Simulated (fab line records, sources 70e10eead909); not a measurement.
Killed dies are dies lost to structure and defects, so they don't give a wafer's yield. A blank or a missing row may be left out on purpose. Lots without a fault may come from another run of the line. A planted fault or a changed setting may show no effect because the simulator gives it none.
Which tool did it? | flow nand_harc | 11 lots, 33 wafers sampled, at 7 steps of a route of 1159

WHAT THE GAUGES READ, wafer by wafer
NHARC_P_CONTACT_CD_MEAS_12: target cd 90 nm. Usual: cd_nm 89.9 nm, standard deviation 0.5.
lot  | measured     | on        | cd_nm (nm)     | flag
L821 | day 5 07:29  | cd_sem-03 | 89.8 89.0 89.3 |
L824 | day 6 03:19  | cd_sem-01 | 90.6 90.1 89.8 |
L825 | day 6 23:39  | cd_sem-01 | 90.3 89.6 89.6 |
L830 | day 7 17:37  | cd_sem-02 | 90.3 90.1 90.9 |
L832 | day 8 19:13  | cd_sem-02 | 82.8 83.7 83.0 | OFF
L833 | day 9 01:13  | cd_sem-03 | 84.1 84.5 83.5 | OFF
L837 | day 9 13:28  | cd_sem-03 | 90.7 89.6 90.3 |
L838 | day 9 21:43  | cd_sem-02 | 90.1 89.7 89.7 |
L841 | day 10 13:28 | cd_sem-02 | 90.6 90.9 91.2 |
L844 | day 11 00:22 | cd_sem-01 | 90.5 90.1 90.1 |
L843 | day 11 01:04 | cd_sem-01 | 90.5 89.4 89.8 |

NHARC_P_CONTACT_CD_MEAS_19. Usual: cd_nm 89.4 nm, standard deviation 1.2.
lot  | measured     | on        | cd_nm (nm)     | flag
L821 | day 5 08:33  | cd_sem-02 | 91.3 89.5 90.4 |
L824 | day 6 04:31  | cd_sem-01 | 88.7 89.4 88.8 |
L825 | day 7 00:51  | cd_sem-03 | 89.8 88.5 87.7 |
L830 | day 7 18:49  | cd_sem-02 | 90.1 89.4 90.0 |
L832 | day 8 20:21  | cd_sem-02 | 82.3 83.1 83.5 | OFF
L833 | day 9 02:17  | cd_sem-03 | 83.7 83.9 84.2 | OFF
L837 | day 9 14:31  | cd_sem-01 | 89.0 88.1 89.0 |
L838 | day 9 22:47  | cd_sem-01 | 89.8 90.7 90.4 |
L841 | day 10 14:40 | cd_sem-01 | 90.4 92.3 90.4 |
L844 | day 11 01:25 | cd_sem-01 | 91.3 92.5 91.4 |
L843 | day 11 02:10 | cd_sem-01 | 89.7 88.5 89.9 |

NHARC_END_SORT_01. Usual: killed_at_array 28, standard deviation 8.9; killed_at_other 0.8, standard deviation 1.2; killed_at_periphery 3.3, standard deviation 2.3; killed_dies 32, standard deviation 9.4; killed_open 3.2, standard deviation 1.8; killed_short 1.9, standard deviation 1.4.
lot  | measured     | on        | killed_at_array | killed_at_other | killed_at_periphery | killed_dies | killed_open | killed_short | flag
L832 | day 22 21:15 | prober-01 | 32 20 26        | 0 0 2           | 2 4 1               | 34 24 29    | 2 2 6       | 4 1 1        |
L833 | day 23 02:58 | prober-02 | 32 38 42        | 6 5 4           | 1 6 8               | 39 49 54    | 3 2 3       | 3 2 1        | OFF

WHICH TOOL RAN EACH LOT (tool, then ch and the chambers of the sampled wafers, then the start)
lot  | NHARC_P_GATE_STRIP_113               | NHARC_P_CONTACT_PEB_10            | NHARC_P_CONTACT_ETCH_36                       | NHARC_P_CONTACT_ETCH_31
L821 | plasma_asher-02 ch 0,1, day 5 03:40  | litho_track-06 ch 0, day 5 07:25  | rie_diel-09 ch 1,2,3, day 5 08:33 or earlier  | rie_diel-09 ch 2,3, day 5 08:33 or earlier
L824 | plasma_asher-01 ch 0,1, day 5 23:17  | litho_track-04 ch 0, day 6 03:14  | rie_diel-06 ch 1,3, day 6 04:31 or earlier    | rie_diel-06 ch 1,3, day 6 04:31 or earlier
L825 | plasma_asher-02 ch 0,1, day 6 19:25  | litho_track-06 ch 0, day 6 23:34  | rie_diel-09 ch 1,2, day 7 00:51 or earlier    | rie_diel-09 ch 0,1, day 7 00:51 or earlier
L830 | plasma_asher-01 ch 0,1, day 7 13:28  | litho_track-04 ch 0, day 7 17:32  | rie_diel-06 ch 0,2, day 7 18:49 or earlier    | rie_diel-06 ch 0,2, day 7 18:49 or earlier
L832 | plasma_asher-02 ch 0,1, day 8 15:12  | litho_track-06 ch 0, day 8 19:08  | rie_diel-09 ch 1,2, day 8 20:21 or earlier    | rie_diel-09 ch 0,3, day 8 20:21 or earlier
L833 | plasma_asher-01 ch 0,1, day 8 21:18  | litho_track-06 ch 0, day 9 01:08  | rie_diel-09 ch 0,3, day 9 02:17 or earlier    | rie_diel-09 ch 0,3, day 9 02:17 or earlier
L837 | plasma_asher-01 ch 0,1, day 9 09:27  | litho_track-04 ch 0, day 9 13:22  | rie_diel-06 ch 0,1,2, day 9 14:31 or earlier  | rie_diel-06 ch 1,3, day 9 14:31 or earlier
L838 | plasma_asher-02 ch 0,1, day 9 17:28  | litho_track-04 ch 0, day 9 21:38  | rie_diel-09 ch 1,2,3, day 9 22:47 or earlier  | rie_diel-09 ch 1,2,3, day 9 22:47 or earlier
L841 | plasma_asher-02 ch 0,1, day 10 09:22 | litho_track-01 ch 0, day 10 13:23 | rie_diel-09 ch 2,3, day 10 14:40 or earlier   | rie_diel-09 ch 1,3, day 10 14:40 or earlier
L844 | plasma_asher-02 ch 0,1, day 10 20:13 | litho_track-01 ch 0, day 11 00:17 | rie_diel-09 ch 1,2, day 11 01:25 or earlier   | rie_diel-09 ch 1,3, day 11 01:25 or earlier
L843 | plasma_asher-01 ch 0,1, day 10 20:51 | litho_track-04 ch 0, day 11 00:59 | rie_diel-05 ch 1,2,3, day 11 02:10 or earlier | rie_diel-05 ch 0,3, day 11 02:10 or earlier
- NHARC_P_GATE_STRIP_113: strips in N2/H2, time 740 s.
- NHARC_P_CONTACT_PEB_10: peb time 65 s.
- NHARC_P_CONTACT_ETCH_36: etches the open film in N2/H2, target depth 260 nm, time 406.25 s.
- NHARC_P_CONTACT_ETCH_31: etches the open film in CH3F/O2, target depth 30 nm, time 85.7 s.

WHAT THE TOOLS THEMSELVES READ (means of the sampled wafers that have a number; where no wafer has one, the mark that the record gives instead)
NHARC_P_GATE_STRIP_113. Usual: drypump_motor_current_A 6.2 A, standard deviation 0.43; heater_power_w 88 W, standard deviation 6.
lot  | tool            | drypump_motor_current_A (A) | heater_power_w (W) | flag
L821 | plasma_asher-02 | 5.8                         | 92                 |
L824 | plasma_asher-01 | 6.6                         | 86                 |
L825 | plasma_asher-02 | 5.8                         | 92                 |
L830 | plasma_asher-01 | 6.6                         | 86                 |
L832 | plasma_asher-02 | 5.8                         | 93                 |
L833 | plasma_asher-01 | 6.6                         | 88                 |
L837 | plasma_asher-01 | 6.5                         | 87                 |
L838 | plasma_asher-02 | 5.7                         | 84                 |
L841 | plasma_asher-02 | 5.8                         | 88                 |
L844 | plasma_asher-02 | 5.6                         | 84                 |
L843 | plasma_asher-01 | 6.6                         | 89                 |

NHARC_P_CONTACT_PEB_10. Usual: heater_power_total_W 156.6 W, standard deviation 0.41; plate_temp_C 100.00 C, standard deviation 0.13.
lot  | tool           | heater_power_total_W (W) | plate_temp_C (C) | flag
L821 | litho_track-06 | 156.9                    | 100.11           |
L824 | litho_track-04 | 156.9                    | 99.95            |
L825 | litho_track-06 | 156.6                    | 99.77            |
L830 | litho_track-04 | 156.4                    | 99.99            |
L832 | litho_track-06 | 152.6                    | 97.93            | OFF
L833 | litho_track-06 | 152.7                    | 98.24            | OFF
L837 | litho_track-04 | 156.3                    | 99.96            |
L838 | litho_track-04 | 156.8                    | 99.93            |
L841 | litho_track-01 | 156.5                    | 100.01           |
L844 | litho_track-01 | 156.6                    | 100.18           |
L843 | litho_track-04 | 156.4                    | 99.96            |

NHARC_P_CONTACT_ETCH_36. Usual: drypump_motor_current_A 5.9 A, standard deviation 0.44; h2_flow_sccm 149.9 sccm, standard deviation 0.43; oes_product_au 0.998 a.u., standard deviation 0.0075; rf_vpp_V 430.6 V, standard deviation 2.6; showerhead_plenum_p_Torr 2.04 Torr, standard deviation 0.093; throttle_valve_pct 14.171 %, standard deviation 0.0092.
lot  | tool        | drypump_motor_current_A (A) | h2_flow_sccm (sccm) | oes_product_au (a.u.) | rf_vpp_V (V) | showerhead_plenum_p_Torr (Torr) | throttle_valve_pct (%) | flag
L821 | rie_diel-09 | 6.2                         | 149.8               | 0.992                 | 432.1        | 2.10                            | 14.177                 |
L824 | rie_diel-06 | 6.0                         | 150.2               | 1.003                 | 429.0        | 2.02                            | 14.179                 |
L825 | rie_diel-09 | 6.0                         | 150.2               | 1.002                 | 430.5        | 2.05                            | 14.172                 |
L830 | rie_diel-06 | 5.3                         | 150.0               | 0.992                 | 430.4        | 2.05                            | 14.175                 |
L832 | rie_diel-09 | 6.3                         | 150.0               | 0.992                 | 432.4        | 2.09                            | 14.170                 |
L833 | rie_diel-09 | 5.7                         | 149.7               | 1.000                 | 429.1        | 2.00                            | 14.175                 |
L837 | rie_diel-06 | 5.6                         | 150.6               | 1.004                 | 429.9        | 2.03                            | 14.173                 |
L838 | rie_diel-09 | 6.2                         | 150.2               | 0.993                 | 431.4        | 2.10                            | 14.169                 |
L841 | rie_diel-09 | 6.1                         | 150.2               | 1.000                 | 432.1        | 2.10                            | 14.166                 |
L844 | rie_diel-09 | 6.0                         | 149.6               | 0.998                 | 430.8        | 2.04                            | 14.165                 |
L843 | rie_diel-05 | 5.4                         | 149.7               | 1.008                 | 431.0        | 2.03                            | 14.168                 |

NHARC_P_CONTACT_ETCH_31. Usual: drypump_motor_current_A 5.9 A, standard deviation 0.46; oes_product_au 0.978 a.u., standard deviation 0.012; rf_vpp_V 244.4 V, standard deviation 1.7; showerhead_plenum_p_Torr 2.46 Torr, standard deviation 0.11; throttle_valve_pct 20.664 %, standard deviation 0.0096.
lot  | tool        | drypump_motor_current_A (A) | oes_product_au (a.u.) | rf_vpp_V (V) | showerhead_plenum_p_Torr (Torr) | throttle_valve_pct (%) | flag
L821 | rie_diel-09 | 6.1                         | 0.997                 | 245.7        | 2.53                            | 20.658                 |
L824 | rie_diel-06 | 6.0                         | 0.972                 | 243.2        | 2.40                            | 20.663                 |
L825 | rie_diel-09 | 5.7                         | 0.987                 | 243.1        | 2.41                            | 20.671                 |
L830 | rie_diel-06 | 5.5                         | 0.972                 | 243.7        | 2.40                            | 20.667                 |
L832 | rie_diel-09 | 6.0                         | 0.976                 | 244.6        | 2.50                            | 20.659                 |
L833 | rie_diel-09 | 6.0                         | 0.985                 | 245.4        | 2.50                            | 20.670                 |
L837 | rie_diel-06 | 6.0                         | 0.993                 | 244.7        | 2.43                            | 20.665                 |
L838 | rie_diel-09 | 6.2                         | 0.973                 | 245.5        | 2.53                            | 20.668                 |
L841 | rie_diel-09 | 6.4                         | 0.981                 | 246.0        | 2.59                            | 20.672                 |
L844 | rie_diel-09 | 6.4                         | 0.979                 | 245.8        | 2.58                            | 20.658                 |
L843 | rie_diel-05 | 5.7                         | 0.988                 | 242.2        | 2.32                            | 20.656                 |

THE ANSWER, worked out from the rows above alone
Rule: a lot is off if the mean of its wafers that have a number lies more than 3 standard deviations from the usual mean. A lot without any number at a reading at which 4 lots or more have one is off too. The other lots that the step has rows for count as sound. The gauges are gone through in route order, then the tools' own readings, and for those a lot's mean is taken as printed above. The first step at which some lot is off is used, and at that step the reading that is off furthest; a lot without a number counts as furthest.
Off: L832, L833, at NHARC_P_CONTACT_CD_MEAS_12 (cd_nm).
A tool fits if, at a process step before that reading, it ran every lot that is off, and no sound lot after the first of them. The gauges at NHARC_P_CONTACT_CD_MEAS_12 aren't tried: what is off there is off at NHARC_P_CONTACT_PEB_10 too, on other tools, and a gauge's error can't cause that. One fits: litho_track-06 at NHARC_P_CONTACT_PEB_10. Its last sound lot is L825 (day 6 23:34), its first lot that is off L832 (day 8 19:08): a fault that began between those two fits.
The tool's own readings at NHARC_P_CONTACT_PEB_10 bear it out: on the lots that are off they differ by more than 5 times the standard deviation of the sound lots' means. heater_power_total_W reads 152.6 W there against 156.6 W on the sound lots; plate_temp_C reads 98.09 C there against 99.98 C on the sound lots.

WHAT THE SIMULATOR HAD PUT IN
Process parameter drift: litho_track-06, from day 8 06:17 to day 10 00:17, at NHARC_P_CONTACT_PEB_10. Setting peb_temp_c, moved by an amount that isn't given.
Lots struck among those shown: L832, L833. The rule above found the same.
